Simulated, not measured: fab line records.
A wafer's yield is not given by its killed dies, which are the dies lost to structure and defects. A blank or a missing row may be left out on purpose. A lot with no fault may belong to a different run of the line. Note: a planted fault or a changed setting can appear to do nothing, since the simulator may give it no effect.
Chamber matching :: flow nandHarc :: 4 sister chambers for NHARC_P_GATE_STRIP_108 on rieDiel-03
The step strips in O2. 8 wafers are shown with their chamber, then 7 later ones without.

== WAFERS, EACH WITH ITS CHAMBER ==
wafer: L076.2
chamber: 2
showerheadPlenumPTorr (Torr): 3.59
rfVppV (V): 58.8

wafer: L076.4
chamber: 1
showerheadPlenumPTorr (Torr): 3.75
rfVppV (V): 58.2

wafer: L077.5
chamber: 0
showerheadPlenumPTorr (Torr): 3.68
rfVppV (V): 58.7

wafer: L080.2
chamber: 1
showerheadPlenumPTorr (Torr): 3.74
rfVppV (V): 59.9

wafer: L080.3
chamber: 0
showerheadPlenumPTorr (Torr): 3.68
rfVppV (V): 57.9

wafer: L080.5
chamber: 2
showerheadPlenumPTorr (Torr): 3.59
rfVppV (V): 58.3

wafer: L083.2
chamber: 3
showerheadPlenumPTorr (Torr): 3.50
rfVppV (V): 57.0

wafer: L083.5
chamber: 3
showerheadPlenumPTorr (Torr): 3.50
rfVppV (V): 57.3

== WAFERS WHOSE CHAMBER IS MISSING ==
wafer: L083.6
showerheadPlenumPTorr (Torr): 3.68
rfVppV (V): 58.2

wafer: L091.1
showerheadPlenumPTorr (Torr): 3.74
rfVppV (V): 58.3

wafer: L091.2
showerheadPlenumPTorr (Torr): 3.67
rfVppV (V): 57.0

wafer: L091.3
showerheadPlenumPTorr (Torr): 3.59
rfVppV (V): 58.7

wafer: L097.2
showerheadPlenumPTorr (Torr): 3.67
rfVppV (V): 57.8

wafer: L097.3
showerheadPlenumPTorr (Torr): 3.59
rfVppV (V): 56.8

wafer: L097.5
showerheadPlenumPTorr (Torr): 3.59
rfVppV (V): 58.5

== CHAMBER TAKEN BY EACH ==
wafer: L083.6
from the rows above: 0
in truth: 0

wafer: L091.1
from the rows above: 1
in truth: 1

wafer: L091.2
from the rows above: 0
in truth: 0

wafer: L091.3
from the rows above: 2
in truth: 2

wafer: L097.2
from the rows above: 0
in truth: 0

wafer: L097.3
from the rows above: 2
in truth: 2

wafer: L097.5
from the rows above: 2
in truth: 2
7 of 7 placed correctly. Not placeable from these rows: 0. Placed wrongly: 0.
How it was worked out, from the rows above alone: a wafer's distance from a chamber is the root of the sum, over the readings, of the square of ((its reading less the chamber's mean) divided by the reading's scatter). If the next closest chamber is less than 2 further off than the closest, the wafer can't be placed; otherwise it belongs to the closest. For every chamber, the mean is computed from those of its wafers that are shown. The scatter is the square root of a quotient: the sum, over the shown wafers, of each reading's squared deviation from its chamber's mean, divided by wafers minus chambers.
